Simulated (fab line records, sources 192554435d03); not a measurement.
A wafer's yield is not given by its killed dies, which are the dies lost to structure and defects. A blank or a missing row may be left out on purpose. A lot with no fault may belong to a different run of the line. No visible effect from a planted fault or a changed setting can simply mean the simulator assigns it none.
Chamber matching / flow n5Finfet / N5_BEOL_M0_ETCH_138 on rieDiel-05 has 4 sister chambers
The step etches SiCN in CH3F/O2, target depth 12 nm, time 31.6 s. 4 wafers are shown with their chamber, then 8 later ones without.

== EACH WAFER AND ITS CHAMBER ==
wafer=L082.6; chamber=2; showerheadPlenumPTorr (Torr)=2.04
wafer=L085.1; chamber=1; showerheadPlenumPTorr (Torr)=2.10
wafer=L085.3; chamber=3; showerheadPlenumPTorr (Torr)=2.02
wafer=L088.3; chamber=0; showerheadPlenumPTorr (Torr)=1.95

== WAFERS WITHOUT THEIR CHAMBER ==
wafer=L088.4; showerheadPlenumPTorr (Torr)=1.95
wafer=L088.5; showerheadPlenumPTorr (Torr)=2.09
wafer=L096.1; showerheadPlenumPTorr (Torr)=1.94
wafer=L096.4; showerheadPlenumPTorr (Torr)=2.09
wafer=L096.6; showerheadPlenumPTorr (Torr)=2.04
wafer=L097.2; showerheadPlenumPTorr (Torr)=2.04
wafer=L097.5; showerheadPlenumPTorr (Torr)=2.00
wafer=L097.6; showerheadPlenumPTorr (Torr)=1.94

== WHICH CHAMBER EACH WENT THROUGH ==
wafer=L088.4; from the rows above=0; in truth=0
wafer=L088.5; from the rows above=1; in truth=1
wafer=L096.1; from the rows above=0; in truth=0
wafer=L096.4; from the rows above=1; in truth=1
wafer=L096.6; from the rows above=can't be placed: 2 or 3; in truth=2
wafer=L097.2; from the rows above=can't be placed: 2 or 3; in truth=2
wafer=L097.5; from the rows above=can't be placed: 3 or 2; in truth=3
wafer=L097.6; from the rows above=0; in truth=0
5 of 8 placed correctly. Unplaceable from these rows: 3, with the true chamber sitting among the candidates in 3. Placed wrongly: 0.
How it was worked out, from the rows above alone: a wafer's distance from a chamber is the root of the sum, over the readings, of the square of ((its reading less the chamber's mean) divided by the reading's scatter). The wafer belongs to the nearest chamber; if the next one is less than 2 further off, it can't be placed. Each chamber's mean is taken over the wafers shown for it. The scatter (one wafer shown for each chamber): square how far every hidden wafer sits from the nearest shown wafer, average those squares and take the square root.
